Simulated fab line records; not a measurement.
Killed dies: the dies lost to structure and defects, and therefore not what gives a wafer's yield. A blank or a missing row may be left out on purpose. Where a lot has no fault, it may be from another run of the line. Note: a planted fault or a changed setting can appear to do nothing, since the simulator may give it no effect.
Split-lot study + flow n5 finfet + route with 1938 steps; 7 lots, 39 wafers read

## THE SPLIT ITSELF
At N5_PASSIVATION_PECVD_01 (deposits SiNx from SiH4/NH3/N2, target thk 200 nm, time 43.2 s), the setting time s was moved away from the recipe's 43.2 s on 15 of the 39 wafers read, by -59.5% to +45.6%. All remaining wafers had this setting at the recipe value.

The reading comes from the split's own step.

## THE READING
SiNx_of_PASSIVATION_PECVD_01.thk nm (the simulator's own value, which no gauge read), in nm, at N5_PASSIVATION_PECVD_01 (deposits SiNx from SiH4/NH3/N2, target thk 200 nm, time 43.2 s). No usual value for it is given in the file. The 24 wafers here that ran the recipe average 199.3 nm, standard deviation 2.9 nm.

| wafer  | tool, chamber at the split | time s as run, s | against the recipe | SiNx_of_PASSIVATION_PECVD_01.thk nm, nm | against lot-mates on the recipe |
|--------|----------------------------|------------------|--------------------|-----------------------------------------|---------------------------------|
| L075.1 | pecvd-01, 1                | 19.54            | -54.8%             | 89.2                                    | -111.5                          |
| L075.2 | pecvd-01, 2                | 43.2             | recipe             | 197.6                                   | -                               |
| L075.3 | pecvd-01, 0                | 43.2             | recipe             | 203.6                                   | -                               |
| L075.4 | pecvd-01, 2                | 19.54            | -54.8%             | 92.2                                    | -108.5                          |
| L075.5 | pecvd-01, 0                | 19.54            | -54.8%             | 92.8                                    | -107.9                          |
| L075.6 | pecvd-01, 1                | 43.2             | recipe             | 200.8                                   | -                               |
| L078.1 | pecvd-01, 1                | 43.2             | recipe             | 196.6                                   | -                               |
| L078.2 | pecvd-01, 0                | 43.2             | recipe             | 200.4                                   | -                               |
| L078.4 | pecvd-01, 0                | 43.2             | recipe             | 203.4                                   | -                               |
| L080.1 | pecvd-03, 1                | 43.2             | recipe             | 194.8                                   | -                               |
| L080.2 | pecvd-03, 2                | 55.62            | +28.7%             | 256                                     | +60.3                           |
| L080.3 | pecvd-03, 1                | 43.2             | recipe             | 194.2                                   | -                               |
| L080.4 | pecvd-03, 2                | 55.62            | +28.7%             | 257.2                                   | +61.5                           |
| L080.5 | pecvd-03, 2                | 55.62            | +28.7%             | 259.8                                   | +64.1                           |
| L080.6 | pecvd-03, 1                | 43.2             | recipe             | 198.2                                   | -                               |
| L081.1 | pecvd-03, 0                | 43.2             | recipe             | 199.2                                   | -                               |
| L081.2 | pecvd-03, 2                | 43.2             | recipe             | 202.6                                   | -                               |
| L081.3 | pecvd-03, 1                | 43.2             | recipe             | 197                                     | -                               |
| L081.4 | pecvd-03, 2                | 43.2             | recipe             | 205.8                                   | -                               |
| L081.5 | pecvd-03, 1                | 43.2             | recipe             | 198.6                                   | -                               |
| L081.6 | pecvd-03, 0                | 43.2             | recipe             | 201.4                                   | -                               |
| L082.1 | pecvd-03, 2                | 43.2             | recipe             | 198.8                                   | -                               |
| L082.2 | pecvd-03, 1                | 17.51            | -59.5%             | 76.4                                    | -122.9                          |
| L082.3 | pecvd-03, 0                | 17.51            | -59.5%             | 77.2                                    | -122.1                          |
| L082.4 | pecvd-03, 1                | 43.2             | recipe             | 198.6                                   | -                               |
| L082.5 | pecvd-03, 0                | 43.2             | recipe             | 200.4                                   | -                               |
| L082.6 | pecvd-03, 2                | 17.51            | -59.5%             | 83.6                                    | -115.7                          |
| L087.1 | pecvd-03, 1                | 43.2             | recipe             | 196.4                                   | -                               |
| L087.2 | pecvd-03, 0                | 25.71            | -40.5%             | 118                                     | -81.2                           |
| L087.4 | pecvd-03, 0                | 25.71            | -40.5%             | 118                                     | -81.2                           |
| L087.3 | pecvd-03, 2                | 25.71            | -40.5%             | 118.2                                   | -81.0                           |
| L087.5 | pecvd-03, 2                | 43.2             | recipe             | 203.2                                   | -                               |
| L087.6 | pecvd-03, 1                | 43.2             | recipe             | 198                                     | -                               |
| L091.1 | pecvd-03, 0                | 62.9             | +45.6%             | 285.4                                   | +87.3                           |
| L091.2 | pecvd-03, 2                | 43.2             | recipe             | 200.4                                   | -                               |
| L091.3 | pecvd-03, 1                | 43.2             | recipe             | 196                                     | -                               |
| L091.4 | pecvd-03, 1                | 62.9             | +45.6%             | 289.6                                   | +91.5                           |
| L091.5 | pecvd-03, 2                | 62.9             | +45.6%             | 293.8                                   | +95.7                           |
| L091.6 | pecvd-03, 0                | 43.2             | recipe             | 197.8                                   | -                               |

THE FIT
A straight line over all 39 wafers: SiNx_of_PASSIVATION_PECVD_01.thk nm changes by +2 nm for each +1% of time s; r = +1.00; the points scatter about the line by 2.9 nm.
The same after taking each lot's own level away (the mean of its wafers on the recipe; 39 wafers): +2.02 nm for each +1%; r = +1.00; scatter 2.7 nm.
According to that fit, moving time s by its largest amount changes the reading by 1.2e+02 nm.
Measured against the standard deviation above, the lots' own levels, which go from 195.73 to 200.77 nm, span 1.7 times it.
Consequently the slope shifts little with the lot-to-lot level, the two slopes agreeing.
Check: for one of the wafers moved furthest among these (-59.5%), held out of the fit, the line's prediction against its lot-mates is -119 nm. Against them it came out at -123 nm.

## THE FILE'S OWN FIT
SiNx_of_PASSIVATION_PECVD_01.thk nm changes by +2.02 nm for each +1% of time s, r = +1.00.
